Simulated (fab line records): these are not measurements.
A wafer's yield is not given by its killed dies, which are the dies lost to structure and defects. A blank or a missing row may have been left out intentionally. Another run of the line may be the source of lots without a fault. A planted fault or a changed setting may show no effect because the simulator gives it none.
Comparing a struck lot with a sound one / flow nand-harc / 14 out of 1302 route steps
Sound: the wafers L236.1, L236.2, L236.5. Struck: wafers L230.2, L230.4. (L230.1 of the same lot was not struck and is left out.) The cause comes at the end.
Order at every step that has rows: each side's tool, ch and its chambers, its first start. Under that, the readings that differ: sound wafers / struck wafers / difference of the means / sigmas: that difference in standard deviations of wafers without a fault.
alike: same words and numbers on both sides, and readings whose means sit less than 2 such deviations apart. not compared: any withheld reading, any reading some wafer has no value for, any bound like >300 that may hide the same value, and any number with overlapping values for which the record gives no deviation.
A row with sigmas, a row that says differs or no value, or rows on one side alone: a step with any of these is where the two part. When numbers do not overlap yet have no deviation, they are printed without sigmas and do not part them. Lack of a reading on every wafer of one side parts them only where that side has two or more wafers.

NHARC_A_WL_FILL_ALD_10: deposits SiO2, target thk 50 nm, pulse time 10 s, ald cycles 500.
  sound on ald-hk-02 ch 2,3, day 27 13:57; struck on ald-hk-01 ch 1,3, day 24 19:07
  alike: heater-power-w, precursor-pulse-height-rel
NHARC_A_WL_FILL_ETCHBACK_16: etches the open film in C4F8/O2/Ar, target depth 120 nm, time 24 s.
  sound: rie-diel-08 ch 2,3; struck: rie-diel-11 ch 0,1
  alike: oes-product-au, rf-vpp-V
  not compared: rf-hours-counter-h
NHARC_A_WL_FILL_STRIP_29: strips in O2, time 20 s.
  sound on rie-diel-08 ch 0,3, day 27 18:43; struck on rie-diel-11 ch 2,3, day 24 23:49
reading=drypump-motor-current-A (A); sound=6.8 5.7 6.8; struck=5.1 5.0; difference=-1.4; sigmas=-3
  alike: oes-product-au, rf-vpp-V, showerhead-plenum-p-Torr, throttle-valve-pct
  not compared: rf-hours-counter-h
NHARC_A_WL_FILL_ETCHBACK_17: etches the open film in Cl2/BCl3, target depth 4 nm, time 26.7 s.
  sound on rie-metal-01 ch 0,1, day 27 18:48; struck on rie-metal-02 ch 1, day 24 23:54
  alike: drypump-motor-current-A, oes-product-au
  not compared: rf-hours-counter-h
then, 6 steps without rows for these wafers: NHARC_A_WL_FILL_PRECLEAN_18 (cleans in dHF, time 30 s); NHARC_A_WL_FILL_SRD_21; NHARC_A_WL_FILL_CVD_23 (deposits poly-Si, target thk 40 nm, time 800 s); NHARC_A_WL_FILL_ETCHBACK_26 (etches the open film in HBr, target depth 52 nm, time 13.3 s); NHARC_A_WL_FILL_PRECLEAN_30 (cleans in dHF, time 10 s); NHARC_A_WL_FILL_SRD_14.
NHARC_A_WL_FILL_ALD_19: deposits TiN, target thk 2 nm, pulse time 3 s, ald cycles 100.
  sound on ald-metal-02 ch 1,2, day 28 00:19; struck on ald-metal-03 ch 0,1, day 25 05:21
  alike: heater-power-w, precursor-pulse-height-rel
then, 1 step without rows for these wafers: NHARC_A_WL_FILL_CVD_20 (deposits W, target thk 100 nm, time 74 s).
NHARC_A_WL_FILL_CMP_12: polishes, t overpolish 30 s, target thk 100 nm.
  sound on cmp-02 ch 0,1,2, day 28 00:43; struck on cmp-02 ch 0,3, day 25 05:44
reading=time-to-endpoint-s (s); sound=22.7 17.7 18.8; struck=10.3 13.1; difference=-8.0; sigmas=-3
  alike: motor-current-A, overpolish-run-s
  not compared: pad-life-wafers
-- jump in the record: it breaks off in module A_WL_FILL and resumes in module END (first step shown: number 1302 of the route), and 3 days separate the struck wafers' starts before and after --
NHARC_END_SORT_01:
  sound on prober-02 ch 0, day 31 07:06; struck on prober-02 ch 0, day 28 16:21
  alike: killed-at-array, killed-at-other, killed-at-periphery, killed-dies, killed-open, killed-short

## WHERE THEY PART
First at NHARC_A_WL_FILL_STRIP_29; last, within this record, at NHARC_A_WL_FILL_CMP_12. Later steps at which nothing parts them and some readings are alike: NHARC_END_SORT_01.

WHY: the cause the simulator had injected
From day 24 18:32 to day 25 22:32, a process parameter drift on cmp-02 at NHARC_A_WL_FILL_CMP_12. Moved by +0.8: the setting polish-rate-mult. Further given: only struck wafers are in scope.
